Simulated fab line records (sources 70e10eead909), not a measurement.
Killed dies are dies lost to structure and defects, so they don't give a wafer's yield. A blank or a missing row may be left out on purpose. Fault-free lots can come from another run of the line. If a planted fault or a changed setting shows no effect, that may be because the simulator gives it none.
Chamber matching    flow nandHarc    NHARC_A_CHANNEL_FILL_D2_ALD_14 on aldHk-01: 4 sister chambers
The step deposits SiO2, target thk 2.5 nm, pulse time 10 s, ald cycles 25. 14 wafers are shown with their chamber, then 7 later ones without.

== WAFERS, EACH WITH ITS CHAMBER ==
wafer   chamber  heaterPowerW (W)  precursorPulseHeightRel
L076.2  3        452               1.006
L076.3  2        486               0.993
L076.6  2        468               0.984
L078.3  2        469               0.993
L078.4  3        472               1.027
L078.6  1        442               0.994
L079.1  3        465               1.015
L079.4  0        478               1.010
L079.5  1        448               0.998
L081.2  0        480               0.975
L081.3  2        471               0.982
L081.5  1        442               0.989
L082.2  0        479               0.993
L082.4  3        466               1.020

SIGNATURES (means of the wafers above)
reading                  chamber 0  chamber 1  chamber 2  chamber 3  scatter within a chamber
heaterPowerW             479.00     444.00     473.50     463.75     6.72
precursorPulseHeightRel  0.99267    0.99367    0.98800    1.01700    0.00995
Rule: for a wafer and a chamber, the distance is found by dividing, reading by reading, the gap between the wafer's reading and the chamber's mean by the reading's scatter, squaring, summing and taking the root. If the next closest chamber is less than 2 further off than the closest, the wafer can't be placed; otherwise it belongs to the closest. How the scatter is found: for the shown wafers, subtract from each reading the mean of its chamber, square and add these, divide the total by (wafers less chambers), then take the root.

== WAFERS WITHOUT THEIR CHAMBER ==
wafer   heaterPowerW (W)  precursorPulseHeightRel
L082.5  473               0.974
L089.1  482               1.015
L089.3  467               1.032
L089.6  446               1.000
L094.2  451               0.963
L094.4  481               1.000
L094.6  450               0.967

== WHICH CHAMBER EACH WENT THROUGH ==
wafer   from the rows above           in truth
L082.5  can't be placed: 2 or 0       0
L089.1  can't be placed: 0 or 3 or 2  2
L089.3  3                             3
L089.6  1                             1
L094.2  can't be placed: 1 or 2 or 0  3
L094.4  can't be placed: 0 or 2       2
L094.6  can't be placed: 1 or 2       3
Correctly placed: 2 of 7. Can't be placed from these rows: 5 (the true chamber is among the candidates in 3). Number placed wrongly: 0.
